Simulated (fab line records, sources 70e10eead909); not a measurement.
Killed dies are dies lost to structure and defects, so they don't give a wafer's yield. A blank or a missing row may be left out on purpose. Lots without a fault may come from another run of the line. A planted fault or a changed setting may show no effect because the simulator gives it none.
fab line records | flow nand_harc
record lots=24 wafers=72 last_day=25
route steps=1159 shown P_M0@284 P_M1@296 P_BONDPAD@351
lots that met no fault: from a run of the same line without faults
start_h: hours from the record's first day to the start of the lot's first wafer shown | wait_h: hours since the lot's step before | " the same as in the row above | L1.1+2: a row that stands for several wafers | - no value, or no start given | * or withheld: withheld | < > ~ a bound
route shown NAME@n: a module of which the file shows steps, and the number in the route of the first | usual: mean/standard deviation of fault-free wafers | same: alike in all rows | chamber/n: place in a boat | sites: the reading at each site | _std_site: their standard deviation | _edge_site: outer sites' mean less inner sites' | radius_mm: how far each site lies from the wafer's centre | mask NAME#n: copy n | behind: the tool/chamber that last shaped the wafer | hold: why the lot was held/for how many hours/how that ended | device: the transistor (n, p or np) that didn't switch | end of line: the same wafers' tests at the end of the route | a step without rows: its recipe alone | killed: dies lost to structure and defects at the first sort, not the wafer's yield | map: a wafer's dies, x killed, . not, _ none there
set.NAME: the setting as run; set.NAME@STEP: as run at that earlier step | model.NAME: the simulator's own value behind a step, which no gauge read
steps of the route over a sample of lots; a table a step, a row a wafer
services: from which hour (start_h, from the record's first day; less than 0 if before it) a tool's chamber was out of use, for how many hours, and why
## steps
# step NHARC_P_M0_DEP_32
# recipe target_thk_a=300 temp_c=370 target_thk_nm=30 pressure_torr=3 flow_sccm=200 rf_w=450 material=SiCN
# usual chamber_pressure_Torr=3.001/0.0069 heater_power_outer_w=331/52 heater_power_w=583/80
# columns lot.wafer tool chamber start_h wait_h chamber_pressure_Torr heater_power_outer_w heater_power_w since_wet_clean_h
L074.1 pecvd-02 1 128.04 0.1 3.009 304 496 143
L074.2 " 2 " " 3.008 294 537 143
L074.5 " 1 " " 3.008 313 517 -
L075.1 pecvd-03 1 128.63 0.1 2.995 361 636 4
L075.6 " 1 " " 3.007 359 619 -
L075.4 " 0 " " 3.003 256 469 -
L077.5 pecvd-03 2 137.02 0.2 2.993 361 607 -
L077.4 " 0 " " 3.002 280 493 -
L077.6 " 1 " " 3.003 299 559 -
L076.3 pecvd-04 1 137.54 0.1 2.988 263 463 110
L076.4 " 2 " " 2.996 308 586 -
L076.5 " 0 " " 3.008 302 579 -
L078.1 pecvd-02 0 142.72 0.1 3.001 349 617 158
L078.3 " 1 " " 2.997 248 431 158
L078.4 " 2 " " 3.003 353 618 -
L079.1 pecvd-03 1 143.39 0.1 3.011 352 602 19
L079.4 " 1 " " 3.010 343 596 -
L079.5 " 2 " " 2.999 365 618 -
L081.1 pecvd-04 2 157.30 0.1 2.998 386 668 130
L081.3 " 1 " " 3.001 283 504 130
L081.6 " 2 " " 2.992 391 675 -
L080.1 pecvd-04 1 158.63 0.1 3.011 316 528 131
L080.3 " 0 " " 3.001 310 595 132
L080.4 " 0 " " 3.007 306 591 -
L082.1 pecvd-02 1 173.31 0.1 3.001 275 492 7
L082.2 " 2 " " 3.010 406 692 7
L082.4 " 0 " " 3.003 342 589 -
L083.1 pecvd-02 0 174.05 0.1 2.994 392 696 8
L083.2 " 1 " " 3.000 310 512 8
L083.4 " 2 " " 2.985 315 588 -
L084.5 pecvd-04 2 179.65 0.2 3.001 410 701 -
L084.6 " 0 " " 2.990 310 572 -
L084.4 " 1 " " 2.996 308 527 -
L085.1 pecvd-04 2 180.34 0.1 3.005 410 722 153
L085.5 " 1 " " 2.999 312 529 -
L085.4 " 2 " " 3.006 413 713 -
L088.1 pecvd-02 2 197.00 0.1 3.000 402 694 31
L088.3 " 1 " " 3.001 302 519 31
L088.5 " 1 " " 3.008 307 530 -
L086.1 pecvd-02 2 197.98 0.1 3.004 350 627 32
L086.3 " 0 " " 3.021 424 692 -
L086.5 " 0 " " 3.012 427 720 -
L087.1 pecvd-03 2 198.84 0.1 3.007 357 601 74
L087.5 " 0 " " 3.004 250 464 -
L087.6 " 2 " " 3.009 351 610 -
L089.2 pecvd-02 0 221.28 0.1 3.009 417 694 55
L089.1 " 1 " " 3.011 238 434 55
L089.6 " 1 " " 3.000 242 448 -
L090.1 pecvd-04 1 221.91 0.1 3.010 282 477 14
L090.3 " 0 " " 3.008 317 592 14
L090.6 " 1 " " 3.003 279 501 -
L091.4 pecvd-02 0 223.10 0.2 3.006 360 666 -
L091.6 " 1 " " 2.995 273 496 -
L091.5 " 2 " " 3.007 379 658 -
L092.3 pecvd-02 1 223.45 0.1 2.998 249 438 57
L092.1 " 2 " " 2.996 400 679 57
L092.2 " 0 " " 2.994 390 668 57
L093.3 pecvd-02 1 227.36 0.1 3.006 275 474 61
L093.2 " 0 " " 3.005 429 724 61
L093.6 " 1 " " 3.009 275 466 -
L094.2 pecvd-03 2 234.96 0.1 2.999 308 551 111
L094.5 " 2 " " 2.999 309 537 -
L094.4 " 0 " " 2.988 291 515 -
L095.3 pecvd-03 1 248.44 0.1 2.998 362 623 124
L095.5 " 2 " " 2.999 359 624 -
L095.6 " 0 " " 3.001 277 506 -
L096.2 pecvd-02 2 250.30 0.1 2.994 333 584 84
L096.3 " 0 " " 2.995 319 576 84
L096.1 " 1 " " 2.999 252 439 84
L097.3 pecvd-04 2 250.75 0.1 3.007 306 540 42
L097.4 " 2 " " 2.998 311 562 -
L097.6 " 0 " " 3.000 293 568 -
# step NHARC_P_M1_OVL_MEAS_10
# recipe pitch_nm=260
# usual overlay_x_nm=0.0/0.85 overlay_y_nm=-0.1/1
# columns lot.wafer tool chamber start_h wait_h overlay_x_nm overlay_y_nm
L074.1 overlay-01 - 129.33 - -0.5 -1.8
L074.2 " - " " -1.1 -1.8
L074.5 " - " " -1.3 -0.8
L075.1 overlay-02 - 129.96 - 0.0 -1.7
L075.4 " - " " 0.0 -2.0
L075.6 " - " " -0.1 -1.2
L077.4 overlay-02 - 138.23 - 0.5 0.3
L077.5 " - " " -0.5 1.2
L077.6 " - " " -0.2 1.2
L076.3 overlay-02 - 138.89 - 1.1 0.2
L076.4 " - " " 1.1 0.7
L076.5 " - " " 0.8 0.4
L078.1 overlay-01 - 144.04 - -2.1 -0.9
L078.3 " - " " -2.0 -0.7
L078.4 " - " " -2.0 -1.0
L079.1 overlay-01 - 144.76 - 0.1 -1.1
L079.4 " - " " 0.4 -0.7
L079.5 " - " " 0.3 -0.1
L081.1 overlay-01 - 158.63 - -0.6 0.9
L081.3 " - " " -0.5 1.5
L081.6 " - " " -0.5 1.3
L080.1 overlay-01 - 159.86 - 0.8 -2.3
L080.3 " - " " 0.8 -1.9
L080.4 " - " " 0.8 -2.0
L082.1 overlay-02 - 174.64 - 0.7 1.6
L082.2 " - " " 0.1 1.2
L082.4 " - " " 0.7 1.4
L083.1 overlay-02 - 175.34 - 0.6 -0.5
L083.2 " - " " 0.4 -0.8
L083.4 " - " " 0.6 -0.4
L084.4 overlay-01 - 180.85 - -0.6 0.4
L084.5 " - " " -0.5 0.3
L084.6 " - " " 0.0 0.8
L085.1 overlay-01 - 181.64 - -0.6 1.3
L085.4 " - " " -0.8 1.4
L085.5 " - " " -0.2 1.2
L088.1 overlay-02 - 198.34 - 0.2 0.5
L088.3 " - " " -0.1 0.5
L088.5 " - " " 0.2 0.7
L086.1 overlay-02 - 199.42 - 0.6 0.1
L086.3 " - " " 0.6 0.2
L086.5 " - " " 0.9 -0.2
L087.1 overlay-02 - 200.09 - 0.3 -0.6
L087.5 " - " " 0.5 -0.3
L087.6 " - " " 0.7 -0.6
L089.1 overlay-02 - 222.67 - 0.6 1.1
L089.2 " - " " -0.2 1.6
L089.6 " - " " 0.1 1.5
L090.1 overlay-02 - 223.23 - 1.4 -0.9
L090.3 " - " " 0.9 -0.4
L090.6 " - " " 1.7 0.0
L091.4 overlay-02 - 224.30 - -1.7 -0.3
L091.5 " - " " -1.6 -0.1
L091.6 " - " " -1.4 0.4
L092.1 overlay-01 - 224.66 - 1.2 -1.0
L092.2 " - " " 1.4 -0.8
L092.3 " - " " 1.7 -0.5
L093.2 overlay-01 - 228.83 - -0.3 0.3
L093.3 " - " " 0.5 0.1
L093.6 " - " " 0.3 0.1
L094.2 overlay-02 - 236.30 - -0.6 0.0
L094.4 " - " " -0.8 0.2
L094.5 " - " " -0.5 0.1
L095.3 overlay-01 - 249.91 - 0.3 -0.9
L095.5 " - " " 0.3 -1.3
L095.6 " - " " 0.8 -1.2
L096.1 overlay-02 - 251.61 - -0.1 -1.2
L096.2 " - " " 0.1 -1.1
L096.3 " - " " 0.1 -1.1
L097.3 overlay-02 - 252.14 - -1.7 0.9
L097.4 " - " " -1.6 0.8
L097.6 " - " " -1.1 0.4
# step NHARC_P_BONDPAD_DEP_00
# recipe target_thk_a=2500 temp_c=370 target_thk_nm=250 pressure_torr=3 flow_sccm=200 rf_w=450 material=SiCN
# usual chamber_pressure_Torr=3.000/0.0065 heater_power_outer_w=321/45 heater_power_w=567/68
# columns lot.wafer tool chamber start_h wait_h chamber_pressure_Torr heater_power_outer_w heater_power_w since_wet_clean_h
L074.2 pecvd-02 0 - - 3.007 320 600 152
L074.1 " 1 " " 2.993 258 451 152
L074.5 " 0 " " 3.002 338 612 -
L075.1 pecvd-03 1 137.48 - 3.010 329 598 13
L075.4 " 0 " " 2.997 256 456 -
L075.6 " 1 " " 3.005 336 600 -
L077.6 pecvd-04 0 145.76 - 3.001 311 590 -
L077.5 " 1 " " 3.004 285 505 -
L077.4 " 2 " " 2.992 382 698 -
L076.3 pecvd-03 0 146.41 - 2.990 293 525 22
L076.4 " 2 " " 3.000 351 581 -
L076.5 " 0 " " 2.993 311 532 -
L078.1 pecvd-04 0 151.43 - 3.002 300 571 124
L078.3 " 0 " " 2.998 308 567 -
L078.4 " 1 " " 3.005 298 511 -
L079.1 pecvd-04 0 152.30 - 2.995 233 491 125
L079.4 " 0 " " 2.995 254 501 -
L079.5 " 1 " " 3.004 241 445 -
L081.1 pecvd-04 0 166.14 - 3.013 253 505 139
L081.3 " 2 " " 3.004 354 618 139
L081.6 " 2 " " 3.005 355 626 -
L080.3 pecvd-03 1 167.41 - 2.990 322 596 43
L080.1 " 2 " " 3.012 361 609 43
L080.4 " 1 " " 2.998 336 599 -
L082.2 pecvd-02 0 182.93 - 2.987 394 678 17
L082.1 " 1 " " 2.991 303 505 17
L082.4 " 1 " " 2.985 305 510 -
L083.1 pecvd-03 2 183.49 - 3.005 302 552 59
L083.2 " 0 " " 3.003 261 476 59
L083.4 " 2 " " 2.996 321 540 -
L084.6 pecvd-02 0 - - 3.016 389 696 -
L084.4 " 1 " " 3.002 309 520 -
L084.5 " 2 " " 2.996 350 606 -
L085.1 pecvd-02 2 189.10 - 2.994 351 614 23
L085.4 " 0 " " 2.999 414 720 -
L085.5 " 1 " " 3.004 230 421 -
L088.3 pecvd-03 0 205.77 - 3.008 273 481 81
L088.1 " 2 " " 3.003 338 572 81
L088.5 " 2 " " 3.001 333 577 -
L086.1 pecvd-03 1 206.75 - 3.012 339 589 82
L086.3 " 0 " " 2.996 292 508 82
L086.5 " 0 " " 3.006 285 504 -
L087.1 pecvd-03 0 207.77 - 2.999 257 471 83
L087.6 " 1 " " 2.999 332 585 -
L087.5 " 2 " " 3.004 317 540 -
L089.1 pecvd-02 2 230.31 - 3.011 360 644 64
L089.2 " 0 " " 3.004 411 702 64
L089.6 " 0 " " 3.011 419 719 -
L090.3 pecvd-03 1 231.22 - 2.999 281 514 107
L090.1 " 2 " " 2.991 299 532 107
L090.6 " 1 " " 3.007 301 542 -
L091.4 pecvd-03 1 231.92 - 3.001 337 624 -
L091.5 " 2 " " 3.006 279 495 -
L091.6 " 0 " " 2.999 295 499 -
L092.3 pecvd-04 0 232.83 - 2.994 302 583 24
L092.1 " 1 " " 3.001 330 571 25
L092.2 " 2 " " 2.999 346 613 25
L093.2 pecvd-04 0 236.41 - 3.005 239 515 28
L093.3 " 1 " " 2.999 319 541 28
L093.6 " 2 " " 3.000 374 630 -
L094.2 pecvd-04 0 243.73 - 3.005 309 583 35
L094.5 " 2 " " 2.994 311 569 -
L094.4 " 0 " " 2.996 308 592 -
L095.3 pecvd-02 0 257.37 - 3.006 403 712 91
L095.6 " 1 " " 2.998 281 480 -
L095.5 " 0 " " 2.993 421 732 -
L096.3 pecvd-03 2 259.79 - 2.999 367 611 135
L096.1 " 0 " " 2.990 258 472 135
L096.2 " 1 " " 3.003 336 605 135
L097.3 pecvd-03 1 260.15 - 3.001 292 514 136
L097.6 " 0 " " 2.994 272 480 -
L097.4 " 2 " " 2.997 378 636 -
# step NHARC_P_BONDPAD_CD_MEAS_13
# usual cd_nm=499.6/2.5
# columns lot.wafer tool chamber start_h wait_h cd_nm
L074.1 cd_sem-02 - 138.36 - 497.2
L074.2 " - " " 496.8
L074.5 " - " " 496.3
L075.1 cd_sem-02 - 139.20 - 498.2
L075.4 " - " " 498.9
L075.6 " - " " 497.8
L077.4 cd_sem-01 - 147.25 - 496.1
L077.5 " - " " 496.9
L077.6 " - " " 495.0
L076.3 cd_sem-03 - 147.99 - 499.9
L076.4 " - " " 498.4
L076.5 " - " " 497.4
L078.1 cd_sem-03 - 153.32 - 500.5
L078.3 " - " " 500.5
L078.4 " - " " 507.1
L079.1 cd_sem-01 - 154.01 - 506.0
L079.4 " - " " 500.9
L079.5 " - " " 500.0
L081.1 cd_sem-03 - 167.77 - 499.3
L081.3 " - " " 497.9
L081.6 " - " " 498.5
L080.1 cd_sem-02 - 169.15 - 496.6
L080.3 " - " " 497.2
L080.4 " - " " 496.3
L082.1 cd_sem-03 - 184.71 - 499.5
L082.2 " - " " 502.3
L082.4 " - " " 499.7
L083.1 cd_sem-02 - 185.22 - 500.5
L083.2 " - " " 501.9
L083.4 " - " " 503.4
L084.4 cd_sem-02 - 190.28 - 498.4
L084.5 " - " " 497.7
L084.6 " - " " 494.0
L085.1 cd_sem-01 - 190.72 - 499.4
L085.4 " - " " 498.1
L085.5 " - " " 499.6
L088.1 cd_sem-01 - 207.40 - 497.1
L088.3 " - " " 500.2
L088.5 " - " " 498.6
L086.1 cd_sem-03 - 208.49 - 506.1
L086.3 " - " " 499.4
L086.5 " - " " 499.8
L087.1 cd_sem-01 - 209.49 - 500.2
L087.5 " - " " 499.5
L087.6 " - " " 502.8
L089.1 cd_sem-03 - 232.07 - 497.6
L089.2 " - " " 499.7
L089.6 " - " " 497.7
L090.1 cd_sem-02 - 232.87 - 499.5
L090.3 " - " " 501.8
L090.6 " - " " 498.7
L091.4 cd_sem-03 - 233.56 - 501.6
L091.5 " - " " 504.4
L091.6 " - " " 500.1
L092.1 cd_sem-01 - 234.49 - 500.3
L092.2 " - " " 498.1
L092.3 " - " " 501.6
L093.2 cd_sem-01 - 238.05 - 500.2
L093.3 " - " " 499.2
L093.6 " - " " 500.5
L094.2 cd_sem-01 - 245.40 - 498.0
L094.4 " - " " 499.0
L094.5 " - " " 498.2
L095.3 cd_sem-02 - 259.13 - 500.6
L095.5 " - " " 497.5
L095.6 " - " " 498.7
L096.1 cd_sem-02 - 261.43 - 497.2
L096.2 " - " " 497.9
L096.3 " - " " 497.5
L097.3 cd_sem-02 - 261.90 - 505.8
L097.4 " - " " 499.1
L097.6 " - " " 502.7
# step NHARC_P_BONDPAD_ANNEAL_28
# recipe temp_c=225 time_s=90
# usual anneal_temp_c_max=226.0/0.34 wafer_temp_C_max=226.22/0.28
# columns lot.wafer tool chamber start_h wait_h anneal_temp_c_max wafer_temp_C_max
L074.1 rtp_anneal-02 0 139.77 0.3 226.3 226.58
L074.2 " 0 " " 226.2 225.90
L074.5 " 0 " " 226.2 226.36
L075.1 rtp_anneal-02 0 140.57 0.3 225.9 226.47
L075.4 " 0 " " 226.1 226.21
L075.6 " 0 " " 226.3 226.23
L077.4 rtp_anneal-01 0 148.77 0.3 225.8 226.46
L077.5 " 0 " " 226.0 226.34
L077.6 " 0 " " 225.8 226.28
L076.3 rtp_anneal-01 0 149.47 - 225.5 226.79
L076.4 " 0 " " 225.6 226.43
L076.5 " 0 " " 225.9 226.20
L078.1 rtp_anneal-02 0 154.81 - 225.9 225.92
L078.3 " 0 " " 225.9 226.85
L078.4 " 0 " " 226.0 226.63
L079.1 rtp_anneal-02 0 155.39 - 226.2 225.81
L079.4 " 0 " " 226.0 226.11
L079.5 " 0 " " 226.2 225.94
L081.1 rtp_anneal-01 0 169.16 0.3 225.6 226.28
L081.3 " 0 " " 226.1 226.20
L081.6 " 0 " " 225.9 226.32
L080.1 rtp_anneal-01 0 170.61 0.3 226.1 226.40
L080.3 " 0 " " 225.8 226.44
L080.4 " 0 " " 225.7 225.89
L082.1 rtp_anneal-01 0 186.44 0.3 225.7 225.90
L082.2 " 0 " " 225.6 226.21
L082.4 " 0 " " 225.9 226.01
L083.1 rtp_anneal-01 0 186.75 0.3 226.0 226.68
L083.2 " 0 " " 225.9 226.42
L083.4 " 0 " " 225.7 225.97
L084.4 rtp_anneal-02 0 191.82 - 226.2 225.87
L084.5 " 0 " " 226.1 226.14
L084.6 " 0 " " 226.4 226.22
L085.1 rtp_anneal-02 0 192.12 0.3 225.8 226.17
L085.4 " 0 " " 226.3 226.62
L085.5 " 0 " " 226.1 226.21
L088.1 rtp_anneal-02 0 208.81 0.4 226.2 225.63
L088.3 " 0 " " 226.6 225.63
L088.5 " 0 " " 226.1 226.00
L086.1 rtp_anneal-02 0 209.86 - 226.8 226.23
L086.3 " 0 " " 227.1 225.94
L086.5 " 0 " " 226.5 226.62
L087.1 rtp_anneal-02 0 210.91 - 226.0 226.35
L087.5 " 0 " " 226.5 226.13
L087.6 " 0 " " 226.9 226.20
L089.1 rtp_anneal-01 0 233.44 - 225.6 226.13
L089.2 " 0 " " 225.8 226.31
L089.6 " 0 " " 225.9 225.87
L090.1 rtp_anneal-02 0 234.25 - 226.1 226.49
L090.3 " 0 " " 226.4 226.00
L090.6 " 0 " " 227.1 226.62
L091.4 rtp_anneal-01 0 235.69 - 225.6 226.05
L091.5 " 0 " " 225.6 226.09
L091.6 " 0 " " 225.7 226.57
L092.1 rtp_anneal-01 0 235.88 - 225.7 225.99
L092.2 " 0 " " 225.6 226.02
L092.3 " 0 " " 225.7 225.75
L093.2 rtp_anneal-01 0 239.50 - 225.8 226.38
L093.3 " 0 " " 225.9 226.33
L093.6 " 0 " " 226.2 226.39
L094.2 rtp_anneal-02 0 247.02 - 226.3 225.98
L094.4 " 0 " " 227.0 226.01
L094.5 " 0 " " 226.2 226.38
L095.3 rtp_anneal-02 0 260.65 0.3 226.4 226.20
L095.5 " 0 " " 226.7 226.56
L095.6 " 0 " " 226.1 226.33
L096.1 rtp_anneal-01 0 262.84 - 225.5 226.23
L096.2 " 0 " " 225.5 226.37
L096.3 " 0 " " 225.7 226.49
L097.3 rtp_anneal-02 0 263.35 - 226.1 226.34
L097.4 " 0 " " 226.5 226.28
L097.6 " 0 " " 226.1 225.89
# step NHARC_P_BONDPAD_CMP_19
# recipe t_overpolish_s=30 cu_recess_touch_s=16 target_thk_nm=160.81
# usual motor_current_A=11.9/1.2 overpolish_run_s=30.000/0.0087
# columns lot.wafer tool chamber start_h wait_h motor_current_A overpolish_run_s
L074.1 cmp-02 3 140.11 - 10.8 29.995
L074.2 " 1 " " 11.5 29.990
L074.5 " 3 " " 10.4 29.999
L075.4 cmp-01 0 140.95 - 12.5 30.012
L075.1 " 1 " " 11.7 30.009
L075.6 " 0 " " 13.3 29.996
L077.4 cmp-02 3 148.96 - 10.2 29.996
L077.5 " 3 " " 10.6 29.996
L077.6 " 0 " " 11.4 30.004
L076.3 cmp-01 0 149.72 - 13.2 30.012
L076.4 " 1 " " 12.0 30.006
L076.5 " 0 " " 13.0 30.002
L078.3 cmp-02 3 155.19 - 10.4 30.006
L078.1 " 0 " " 10.8 29.982
L078.4 " 1 " " 11.1 29.996
L079.1 cmp-02 2 155.74 - 12.9 30.002
L079.4 " 1 " " 10.9 30.015
L079.5 " 2 " " 13.2 29.992
L081.3 cmp-02 0 169.54 - 10.9 29.993
L081.1 " 1 " " 11.5 30.011
L081.6 " 0 " " 10.9 30.004
L080.3 cmp-02 0 170.96 - 11.1 30.003
L080.4 " 2 " " 13.1 30.002
L080.1 " 3 " " 10.8 29.993
L082.1 cmp-01 2 186.81 - 12.9 29.999
L082.4 " 3 " " 10.2 30.006
L082.2 " 0 " " 12.7 30.008
L083.2 cmp-03 3 187.12 - 14.2 30.013
L083.4 " 0 " " 10.9 30.000
L083.1 " 1 " " 13.0 30.002
L084.4 cmp-01 3 192.04 - 9.5 30.004
L084.6 " 3 " " 9.6 29.992
L084.5 " 0 " " 13.7 29.994
L085.4 cmp-03 2 192.47 - 11.6 30.004
L085.1 " 1 " " 12.3 30.002
L085.5 " 3 " " 14.2 30.001
L088.1 cmp-01 3 209.19 - 10.6 30.020
L088.3 " 1 " " 11.9 29.996
L088.5 " 2 " " 12.5 30.009
L086.1 cmp-02 3 210.26 - 10.9 29.989
L086.3 " 0 " " 10.8 29.990
L086.5 " 2 " " 13.2 29.985
L087.1 cmp-03 1 211.34 - 12.8 30.011
L087.6 " 2 " " 11.8 29.990
L087.5 " 3 " " 14.2 29.993
L089.1 cmp-01 0 233.87 - 13.5 29.993
L089.2 " 1 " " 11.8 30.001
L089.6 " 2 " " 12.5 29.992
L090.1 cmp-03 3 234.66 - 13.8 29.979
L090.3 " 0 " " 11.0 29.991
L090.6 " 2 " " 11.7 30.008
L091.4 cmp-01 0 235.97 - 13.4 30.003
L091.6 " 1 " " 11.4 30.001
L091.5 " 2 " " 12.8 29.988
L092.3 cmp-02 0 236.23 - 11.0 30.001
L092.2 " 2 " " 13.3 30.007
L092.1 " 3 " " 10.4 29.993
L093.2 cmp-03 0 239.79 - 11.6 30.002
L093.3 " 2 " " 11.6 29.988
L093.6 " 1 " " 12.6 30.014
L094.2 cmp-03 0 247.34 - 11.6 30.022
L094.4 " 3 " " 14.7 29.992
L094.5 " 1 " " 13.0 29.998
L095.3 cmp-01 0 260.92 - 13.0 29.997
L095.6 " 3 " " 10.3 30.001
L095.5 " 0 " " 12.7 30.000
L096.3 cmp-03 3 263.18 - 13.8 30.001
L096.1 " 0 " " 11.9 29.998
L096.2 " 1 " " 12.5 29.995
L097.3 cmp-02 0 263.65 - 10.0 30.003
L097.4 " 1 " " 11.7 30.006
L097.6 " 3 " " 10.5 29.986
## services
# columns tool chamber start_h hours kind
pecvd-03 - 111.48 13.0 pm
pecvd-03 0 111.48 13.0 vent_cycle
pecvd-03 1 111.48 13.0 vent_cycle
pecvd-03 2 111.48 13.0 vent_cycle
cmp-01 - 117.07 3.2 repair
pecvd-02 - 123.22 0.9 repair
pecvd-03 0 124.48 - clean
cmp-02 - 128.50 4.0 pm
cmp-01 - 133.97 3.2 repair
cmp-01 - 140.08 0.4 repair
pecvd-04 2 148.30 5.7 repair
cmp-01 - 148.99 0.5 repair
pecvd-02 - 153.33 13.0 pm
cmp-03 - 156.93 4.0 pm
cmp-02 - 164.89 2.2 repair
pecvd-02 - 178.66 1.9 repair
cmp-01 - 179.50 4.0 pm
cmp-02 - 192.04 3.8 repair
pecvd-04 - 195.41 13.0 pm
pecvd-02 1 197.67 1.8 repair
cmp-02 - 212.71 2.3 repair
cmp-02 - 226.50 4.0 pm
pecvd-03 - 233.74 1.1 repair
cmp-03 - 254.93 4.0 pm
## key
fault none
